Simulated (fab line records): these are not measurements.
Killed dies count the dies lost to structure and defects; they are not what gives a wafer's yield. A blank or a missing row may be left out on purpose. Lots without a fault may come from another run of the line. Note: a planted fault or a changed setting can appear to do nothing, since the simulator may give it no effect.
Matching of chambers | flow n5-finfet | rie-diel-02 running N5_BEOL_M5_STRIP_19: 4 sister chambers
The step strips in O2. 18 wafers are shown with their chamber, then 9 later ones without.

== EACH WAFER AND ITS CHAMBER ==
wafer  | chamber | throttle-valve-pct (%) | showerhead-plenum-p-Torr (Torr) | oes-product-au (a.u.)
L079.1 | 1       | 16.98                  | 2.01                            | 0.76
L079.2 | 0       | 16.32                  | 2.15                            | 0.93
L079.3 | 3       | 16.61                  | 2.14                            | 0.81
L083.2 | 0       | 16.34                  | 2.15                            | 0.92
L083.3 | 2       | 16.73                  | 2.09                            | 0.74
L083.4 | 1       | 16.99                  | 2.01                            | 0.76
L085.1 | 3       | 16.63                  | 2.13                            | 0.81
L085.3 | 0       | 16.32                  | 2.15                            | 0.92
L085.4 | 2       | 16.73                  | 2.09                            | 0.74
L086.1 | 3       | 16.64                  | 2.13                            | 0.81
L086.3 | 0       | 16.33                  | 2.15                            | 0.90
L086.5 | 1       | 16.99                  | 2.01                            | 0.75
L087.3 | 3       | 16.62                  | 2.13                            | 0.81
L087.4 | 0       | 16.35                  | 2.15                            | 0.90
L087.5 | 2       | 16.73                  | 2.08                            | 0.74
L089.1 | 3       | 16.63                  | 2.13                            | 0.80
L089.4 | 2       | 16.73                  | 2.08                            | 0.74
L089.6 | 0       | 16.33                  | 2.15                            | 0.90

SIGNATURES (means of the wafers above)
reading                  | chamber 0 | chamber 1 | chamber 2 | chamber 3 | scatter within a chamber
throttle-valve-pct       | 16.3317   | 16.9867   | 16.7300   | 16.6260   | 0.00952
showerhead-plenum-p-Torr | 2.1500    | 2.0100    | 2.0850    | 2.1320    | 0.00359
oes-product-au           | 0.9117    | 0.7567    | 0.7400    | 0.8080    | 0.00858
Rule: a wafer lies at a distance from a chamber equal to the root of the sum of squares, over the readings, of (its reading less the chamber's mean, divided by the reading's scatter). The wafer belongs to the nearest chamber; if the next one is less than 2 further off, it can't be placed. How the scatter is found: for the shown wafers, subtract from each reading the mean of its chamber, square and add these, divide the total by (wafers less chambers), then take the root.

== WAFERS WHOSE CHAMBER IS MISSING ==
wafer  | throttle-valve-pct (%) | showerhead-plenum-p-Torr (Torr) | oes-product-au (a.u.)
L091.1 | 16.36                  | 2.15                            | 0.89
L091.3 | 17.01                  | 2.00                            | 0.74
L091.6 | 17.02                  | 2.00                            | 0.74
L092.1 | 16.36                  | 2.15                            | 0.88
L092.4 | 17.00                  | 2.00                            | 0.73
L092.6 | 16.35                  | 2.15                            | 0.88
L093.3 | 17.01                  | 2.00                            | 0.72
L093.4 | 16.64                  | 2.13                            | 0.78
L093.5 | 16.77                  | 2.08                            | 0.72

== CHAMBER TAKEN BY EACH ==
wafer  | from the rows above | in truth
L091.1 | 0                   | 0
L091.3 | 1                   | 1
L091.6 | 1                   | 1
L092.1 | 0                   | 0
L092.4 | 1                   | 1
L092.6 | 0                   | 0
L093.3 | 1                   | 1
L093.4 | 3                   | 3
L093.5 | 2                   | 2
Placed correctly: 9 of 9. Not placeable from these rows: 0. Number placed wrongly: 0.
